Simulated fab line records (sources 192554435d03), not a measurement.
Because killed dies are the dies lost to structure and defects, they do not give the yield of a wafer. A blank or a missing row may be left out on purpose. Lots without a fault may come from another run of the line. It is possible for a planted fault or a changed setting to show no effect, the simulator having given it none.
fab line records + flow n5Finfet
record:
- lots: 14
- wafers: 42
- lastDay: 17
route steps=1938 shown BEOL_M1@832 BEOL_M2@851
lots with no fault: from the same line, run without faults
startH: hours from the record's first day to the start of the lot's first wafer shown + waitH: time in hours since the lot's previous step + " the same as in the row above + L1.1+2: several wafers, shown together as one row + - either no value or no given start + * or withheld: withheld + < > ~ a bound
route shown NAME@n: names a module that has steps shown in the file, with the first one's number in the route + usual: average and standard deviation across the fault-free wafers + same: alike in all rows + chamber/n: place in a boat + sites: per-site readings + _std_site: the standard deviation of these + _edge_site: outer sites' mean less inner sites' + radiusMm: how far each site lies from the wafer's centre + mask NAME#n: copy n + behind: tool/chamber where the wafer was last shaped + hold: the reason the lot was held/the length of the hold in hours/how it ended + device: transistor that didn't switch, given as n, p or np + end of line: the tests these same wafers got at the end of their route + where a step has no rows: the recipe by itself + killed: not the wafer's yield, but the dies lost to structure and defects at the first sort + map: per-die view of a wafer (x killed, . not killed, _ where there is no die)
set.NAME: the setting as run; set.NAME@STEP: as run at that earlier step + model.NAME: the simulator's own value behind a step, which no gauge read
route steps across a sampled set of lots; one table per step, one row per wafer
services: when a tool's chamber went out of use (startH, in hours from the record's first day, below 0 if earlier), for how many hours, and the reason
== steps ==
step: N5_BEOL_M1_ANNEAL_51
recipe:
- tempC: 225
- timeS: 90
- ambient: N2
usual:
- wafer_temp_C_max: 226.7/0.38
| lot.wafer | tool         | chamber | startH | waitH | wafer_temp_C_max |
|-----------|--------------|---------|--------|-------|------------------|
| L374.2    | rtpAnneal-02 | 0       | 128.76 | 0.7   | 226.6            |
| L374.5    | "            | 0       | "      | "     | 226.8            |
| L374.6    | "            | 0       | "      | "     | 226.6            |
| L375.1    | rtpAnneal-02 | 0       | 137.68 | 2.9   | 226.6            |
| L375.2    | "            | 0       | "      | "     | 226.9            |
| L375.4    | "            | 0       | "      | "     | 227.2            |
| L376.1    | rtpAnneal-02 | 0       | 141.97 | 2.3   | 226.5            |
| L376.2    | "            | 0       | "      | "     | 226.4            |
| L376.4    | "            | 0       | "      | "     | 227.1            |
| L379.3    | rtpAnneal-01 | 0       | 166.00 | 5.5   | 227.2            |
| L379.4    | "            | 0       | "      | "     | 226.8            |
| L379.6    | "            | 0       | "      | "     | 226.9            |
| L380.1    | rtpAnneal-01 | 0       | 173.21 | 0.1   | 226.9            |
| L380.2    | "            | 0       | "      | "     | 226.3            |
| L380.6    | "            | 0       | "      | "     | 226.7            |
| L384.1    | rtpAnneal-02 | 0       | 195.81 | 0.1   | 226.3            |
| L384.2    | "            | 0       | "      | "     | 226.2            |
| L384.5    | "            | 0       | "      | "     | 226.1            |
| L387.1    | rtpAnneal-02 | 0       | 208.99 | 0.1   | 226.6            |
| L387.3    | "            | 0       | "      | "     | 226.6            |
| L387.4    | "            | 0       | "      | "     | 226.7            |
| L388.1    | rtpAnneal-02 | 0       | 219.76 | 0.1   | 226.4            |
| L388.4    | "            | 0       | "      | "     | 226.7            |
| L388.5    | "            | 0       | "      | "     | 226.2            |
| L391.2    | rtpAnneal-01 | 0       | 232.61 | 0.1   | 226.3            |
| L391.4    | "            | 0       | "      | "     | 227.0            |
| L391.5    | "            | 0       | "      | "     | 226.3            |
| L392.2    | rtpAnneal-02 | 0       | 238.35 | 0.5   | 226.6            |
| L392.4    | "            | 0       | "      | "     | 226.9            |
| L392.5    | "            | 0       | "      | "     | 226.4            |
| L393.1    | rtpAnneal-02 | 0       | 240.91 | 0.2   | 226.1            |
| L393.4    | "            | 0       | "      | "     | 225.9            |
| L393.6    | "            | 0       | "      | "     | 226.2            |
| L394.3    | rtpAnneal-01 | 0       | 253.39 | 0.1   | 227.0            |
| L394.5    | "            | 0       | "      | "     | 227.2            |
| L394.6    | "            | 0       | "      | "     | 227.2            |
| L395.3    | rtpAnneal-01 | 0       | 256.79 | 0.1   | 227.3            |
| L395.5    | "            | 0       | "      | "     | 226.9            |
| L395.6    | "            | 0       | "      | "     | 226.7            |
| L397.3    | rtpAnneal-01 | 0       | 266.61 | 0.1   | 227.0            |
| L397.4    | "            | 0       | "      | "     | 226.9            |
| L397.5    | "            | 0       | "      | "     | 227.1            |
step: N5_BEOL_M2_EXPOSE_08
recipe:
- maskId: M2
- na: 0.33
- sourceShape: dipole
- sigmaInner: 0.369
- sigmaOuter: 0.767
- polarization: unpolarized
- doseMj: 41.25
usual:
- dipoleOpeningDeg: 79.7/0
- exposureDoseMJCm2: 41.16/0.037
| lot.wafer | tool          | chamber | startH | waitH | mask | dipoleOpeningDeg | exposureDoseMJCm2 |
|-----------|---------------|---------|--------|-------|------|------------------|-------------------|
| L374.2    | euvScanner-02 | 0       | 131.87 | -     | M2#0 | 79.7             | 41.18             |
| L374.5    | "             | 0       | "      | "     | M2#0 | 79.7             | 41.16             |
| L374.6    | "             | 0       | "      | "     | M2#0 | 79.7             | 41.16             |
| L375.1    | euvScanner-01 | 0       | 139.61 | -     | M2#0 | 79.7             | 41.16             |
| L375.2    | "             | 0       | "      | "     | M2#0 | 79.7             | 41.16             |
| L375.4    | "             | 0       | "      | "     | M2#0 | 79.7             | 41.18             |
| L376.1    | euvScanner-01 | 0       | 143.33 | -     | M2#0 | 79.7             | 41.15             |
| L376.2    | "             | 0       | "      | "     | M2#0 | 79.7             | 41.23             |
| L376.4    | "             | 0       | "      | "     | M2#0 | 79.7             | 41.20             |
| L379.3    | euvScanner-01 | 0       | 167.26 | -     | M2#0 | 79.7             | 41.23             |
| L379.4    | "             | 0       | "      | "     | M2#0 | 79.7             | 41.17             |
| L379.6    | "             | 0       | "      | "     | M2#0 | 79.7             | 41.16             |
| L380.1    | euvScanner-02 | 0       | 176.58 | -     | M2#0 | 79.7             | 41.15             |
| L380.2    | "             | 0       | "      | "     | M2#0 | 79.7             | 41.18             |
| L380.6    | "             | 0       | "      | "     | M2#0 | 79.7             | 41.20             |
| L384.1    | euvScanner-01 | 0       | 197.32 | -     | M2#0 | 79.7             | 41.19             |
| L384.2    | "             | 0       | "      | "     | M2#0 | 79.7             | 41.20             |
| L384.5    | "             | 0       | "      | "     | M2#0 | 79.7             | 41.22             |
| L387.1    | euvScanner-02 | -       | 211.00 | -     | M2#0 | -                | -                 |
| L387.3    | "             | -       | "      | "     | M2#0 | -                | -                 |
| L387.4    | "             | -       | "      | "     | M2#0 | -                | -                 |
| L388.1    | euvScanner-02 | -       | 221.67 | -     | M2#0 | -                | -                 |
| L388.4    | "             | -       | "      | "     | M2#0 | -                | -                 |
| L388.5    | "             | -       | "      | "     | M2#0 | -                | -                 |
| L391.2    | euvScanner-02 | 0       | 234.97 | -     | M2#0 | 79.7             | 41.14             |
| L391.4    | "             | 0       | "      | "     | M2#0 | 79.7             | 41.21             |
| L391.5    | "             | 0       | "      | "     | M2#0 | 79.7             | 41.13             |
| L392.2    | euvScanner-01 | 0       | 241.05 | -     | M2#0 | 79.7             | 41.12             |
| L392.4    | "             | 0       | "      | "     | M2#0 | 79.7             | 41.17             |
| L392.5    | "             | 0       | "      | "     | M2#0 | 79.7             | 41.09             |
| L393.1    | euvScanner-02 | 0       | 245.16 | -     | M2#0 | 79.7             | 41.11             |
| L393.4    | "             | 0       | "      | "     | M2#0 | 79.7             | 41.13             |
| L393.6    | "             | 0       | "      | "     | M2#0 | 79.7             | 41.09             |
| L394.3    | euvScanner-02 | 0       | 255.01 | -     | M2#0 | 79.7             | 41.18             |
| L394.5    | "             | 0       | "      | "     | M2#0 | 79.7             | 41.11             |
| L394.6    | "             | 0       | "      | "     | M2#0 | 79.7             | 41.15             |
| L395.3    | euvScanner-02 | 0       | 258.08 | -     | M2#0 | 79.7             | 41.13             |
| L395.5    | "             | 0       | "      | "     | M2#0 | 79.7             | 41.20             |
| L395.6    | "             | 0       | "      | "     | M2#0 | 79.7             | 41.19             |
| L397.3    | euvScanner-02 | 0       | 268.62 | -     | M2#0 | 79.7             | 41.19             |
| L397.4    | "             | 0       | "      | "     | M2#0 | 79.7             | 41.14             |
| L397.5    | "             | 0       | "      | "     | M2#0 | 79.7             | 41.16             |
step: N5_BEOL_M2_CD_MEAS_11
recipe:
- targetCdNm: 16.79
- landingEnergyEv: 500
- detector: seInlens
- polarity: opening
usual:
- cdNm: 16.74/0.26
| lot.wafer | tool     | chamber | startH | waitH | cdNm  |
|-----------|----------|---------|--------|-------|-------|
| L374.2    | cdSem-03 | 0       | 132.00 | -     | 16.97 |
| L374.5    | "        | 0       | "      | "     | 16.85 |
| L374.6    | "        | 0       | "      | "     | 16.84 |
| L375.1    | cdSem-03 | 0       | 139.74 | -     | 17.04 |
| L375.2    | "        | 0       | "      | "     | 16.53 |
| L375.4    | "        | 0       | "      | "     | 16.56 |
| L376.1    | cdSem-01 | 0       | 143.46 | -     | 16.50 |
| L376.2    | "        | 0       | "      | "     | 16.45 |
| L376.4    | "        | 0       | "      | "     | 16.87 |
| L379.3    | cdSem-03 | 0       | 167.38 | -     | 16.49 |
| L379.4    | "        | 0       | "      | "     | 16.45 |
| L379.6    | "        | 0       | "      | "     | 16.78 |
| L380.1    | cdSem-03 | 0       | 176.72 | -     | 17.15 |
| L380.2    | "        | 0       | "      | "     | 16.81 |
| L380.6    | "        | 0       | "      | "     | 16.72 |
| L384.1    | cdSem-03 | 0       | 197.45 | -     | 16.77 |
| L384.2    | "        | 0       | "      | "     | 16.68 |
| L384.5    | "        | 0       | "      | "     | 16.74 |
| L387.1    | cdSem-01 | 0       | 211.13 | -     | -     |
| L387.3    | "        | 0       | "      | "     | -     |
| L387.4    | "        | 0       | "      | "     | -     |
| L388.1    | cdSem-01 | 0       | 221.81 | -     | -     |
| L388.4    | "        | 0       | "      | "     | -     |
| L388.5    | "        | 0       | "      | "     | -     |
| L391.2    | cdSem-02 | 0       | 235.09 | -     | 16.71 |
| L391.4    | "        | 0       | "      | "     | 16.85 |
| L391.5    | "        | 0       | "      | "     | 16.46 |
| L392.2    | cdSem-03 | 0       | 241.18 | -     | 16.79 |
| L392.4    | "        | 0       | "      | "     | 17.03 |
| L392.5    | "        | 0       | "      | "     | 16.64 |
| L393.1    | cdSem-01 | 0       | 245.30 | -     | 17.04 |
| L393.4    | "        | 0       | "      | "     | 16.35 |
| L393.6    | "        | 0       | "      | "     | 17.02 |
| L394.3    | cdSem-02 | 0       | 255.13 | -     | 17.07 |
| L394.5    | "        | 0       | "      | "     | 16.45 |
| L394.6    | "        | 0       | "      | "     | 17.23 |
| L395.3    | cdSem-02 | 0       | 258.20 | -     | 17.02 |
| L395.5    | "        | 0       | "      | "     | 16.74 |
| L395.6    | "        | 0       | "      | "     | 16.82 |
| L397.3    | cdSem-01 | 0       | 268.74 | -     | 16.55 |
| L397.4    | "        | 0       | "      | "     | 16.82 |
| L397.5    | "        | 0       | "      | "     | 16.93 |
step: N5_BEOL_M2_OVL_MEAS_12
recipe:
- pointsPerWafer: 522
usual:
- M2_OVL: -0.1/0.63
| lot.wafer | tool       | chamber | startH | waitH | M2_OVL[nm] |
|-----------|------------|---------|--------|-------|------------|
| L374.2    | overlay-02 | 0       | 132.03 | 0.0   | 0.4        |
| L374.5    | "          | 0       | "      | "     | 0.4        |
| L374.6    | "          | 0       | "      | "     | -0.6       |
| L375.1    | overlay-01 | 0       | 139.77 | 0.0   | 0.1        |
| L375.2    | "          | 0       | "      | "     | -0.9       |
| L375.4    | "          | 0       | "      | "     | -0.1       |
| L376.1    | overlay-01 | 0       | 143.49 | 0.0   | 0.1        |
| L376.2    | "          | 0       | "      | "     | -0.6       |
| L376.4    | "          | 0       | "      | "     | 0.0        |
| L379.3    | overlay-02 | 0       | 167.42 | 0.0   | -1.0       |
| L379.4    | "          | 0       | "      | "     | -0.8       |
| L379.6    | "          | 0       | "      | "     | -0.7       |
| L380.1    | overlay-01 | 0       | 176.75 | 0.0   | 1.0        |
| L380.2    | "          | 0       | "      | "     | 0.3        |
| L380.6    | "          | 0       | "      | "     | 0.4        |
| L384.1    | overlay-02 | 0       | 197.48 | 0.0   | -1.0       |
| L384.2    | "          | 0       | "      | "     | -0.3       |
| L384.5    | "          | 0       | "      | "     | 0.1        |
| L387.1    | overlay-02 | 0       | 211.16 | 0.0   | -          |
| L387.3    | "          | 0       | "      | "     | -          |
| L387.4    | "          | 0       | "      | "     | -          |
| L388.1    | overlay-02 | 0       | 221.84 | 0.0   | -          |
| L388.4    | "          | 0       | "      | "     | -          |
| L388.5    | "          | 0       | "      | "     | -          |
| L391.2    | overlay-02 | 0       | 235.13 | 0.0   | 0.0        |
| L391.4    | "          | 0       | "      | "     | -0.8       |
| L391.5    | "          | 0       | "      | "     | 0.5        |
| L392.2    | overlay-01 | 0       | 241.21 | 0.0   | -0.9       |
| L392.4    | "          | 0       | "      | "     | -0.2       |
| L392.5    | "          | 0       | "      | "     | -1.7       |
| L393.1    | overlay-01 | 0       | 245.33 | 0.0   | -1.0       |
| L393.4    | "          | 0       | "      | "     | -0.6       |
| L393.6    | "          | 0       | "      | "     | 0.1        |
| L394.3    | overlay-02 | 0       | 255.17 | 0.0   | -0.3       |
| L394.5    | "          | 0       | "      | "     | -0.1       |
| L394.6    | "          | 0       | "      | "     | 0.2        |
| L395.3    | overlay-01 | 0       | 258.24 | 0.0   | 1.4        |
| L395.5    | "          | 0       | "      | "     | 1.0        |
| L395.6    | "          | 0       | "      | "     | 0.7        |
| L397.3    | overlay-01 | 0       | 268.78 | 0.0   | 0.4        |
| L397.4    | "          | 0       | "      | "     | -0.6       |
| L397.5    | "          | 0       | "      | "     | 0.0        |
== services ==
| tool          | chamber | startH | hours | kind        |
|---------------|---------|--------|-------|-------------|
| euvScanner-01 | -       | 106.91 | 1.0   | pm          |
| rtpAnneal-01  | -       | 108.54 | 51.1  | pm          |
| euvScanner-02 | -       | 140.45 | 1.0   | pm          |
| rtpAnneal-02  | -       | 159.76 | 6.4   | pm          |
| euvScanner-01 | -       | 163.06 | 1.0   | pm          |
| euvScanner-02 | 0       | 182.37 | -     | calibration |
| euvScanner-02 | -       | 196.60 | 1.0   | pm          |
| euvScanner-02 | -       | 201.21 | 0.3   | repair      |
| euvScanner-02 | -       | 204.10 | 0.3   | repair      |
| euvScanner-01 | -       | 204.61 | 4.6   | pm          |
| euvScanner-02 | -       | 211.08 | 0.7   | repair      |
| euvScanner-01 | -       | 219.21 | 1.0   | pm          |
| euvScanner-02 | -       | 228.79 | 0.1   | repair      |
| euvScanner-01 | -       | 250.33 | 40.3  | repair      |
| euvScanner-02 | -       | 266.79 | 1.0   | pm          |
== key ==
firstSign:
- step: N5_BEOL_M2_EXPOSE_08
- reading: toolRecord
- direction: missing
effect none on later readings
metAt N5_BEOL_M2_EXPOSE_08
struckLots L387,L388
laterRowsLeftOut L387.1,L387.3,L387.4,L388.1,L388.4,L388.5
sortLeftOut L387.1,L387.3,L387.4,L388.1,L388.4,L388.5
notActingAt N5_BEOL_M1_ANNEAL_51,N5_BEOL_M2_CD_MEAS_11,N5_BEOL_M2_OVL_MEAS_12
onsetBetween 176.58 211.00
fault:
- kind: skippedStepWhole
- tool: euvScanner-02
- chamber: -
- onsetH: 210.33
- steps: N5_BEOL_M2_EXPOSE_08
- scope: struckLotsOnly
sortLeftOut: the simulated sort isn't trusted on such a fault, so these wafers' sort isn't shown, and their yield isn't known
laterRowsLeftOut: the simulator's readings of these wafers behind a module that went badly wrong aren't trusted and aren't shown, but for the sort
